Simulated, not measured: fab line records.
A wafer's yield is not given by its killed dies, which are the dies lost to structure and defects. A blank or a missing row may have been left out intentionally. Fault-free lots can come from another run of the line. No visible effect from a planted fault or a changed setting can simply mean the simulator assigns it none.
Matching of chambers ; flow n5-finfet ; 3 sister chambers for N5_BEOL_M1_PECVD_72 on pecvd-03
The step deposits SiO2 from TEOS/O2, target thk 16 nm, time 18 s. 6 wafers are shown with their chamber, then 6 later ones without.

## WAFERS WITH THEIR CHAMBER
wafer;chamber;showerhead-plenum-p-Torr (Torr);throttle-valve-pct (%)
L616.6;0;8.76;23.0
L618.1;1;8.75;22.1
L618.5;1;8.78;22.5
L621.3;2;8.59;22.1
L621.4;0;8.80;22.7
L621.5;2;8.60;21.7

## WAFERS WITH NO CHAMBER GIVEN
wafer;showerhead-plenum-p-Torr (Torr);throttle-valve-pct (%)
L625.1;8.78;23.0
L625.4;8.76;22.5
L625.5;8.78;22.7
L627.2;8.60;22.1
L627.5;8.61;22.0
L627.6;8.75;22.1

## WHICH CHAMBER EACH WENT THROUGH
wafer;from the rows above;in truth
L625.1;0;0
L625.4;can't be placed: 1 or 0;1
L625.5;can't be placed: 0 or 1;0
L627.2;2;2
L627.5;2;2
L627.6;1;1
Placed correctly: 4 of 6. Unplaceable from these rows: 2, with the true chamber sitting among the candidates in 2. Placed wrongly: 0.
How it was worked out, from the rows above alone: a wafer's distance from a chamber is the root of the sum, over the readings, of the square of ((its reading less the chamber's mean) divided by the reading's scatter). If the next closest chamber is less than 2 further off than the closest, the wafer can't be placed; otherwise it belongs to the closest. The mean given for a chamber averages the wafers shown for that chamber. The scatter: the root of (the sum of the squares of (reading less its chamber's mean) over the shown wafers, divided by (wafers less chambers)).
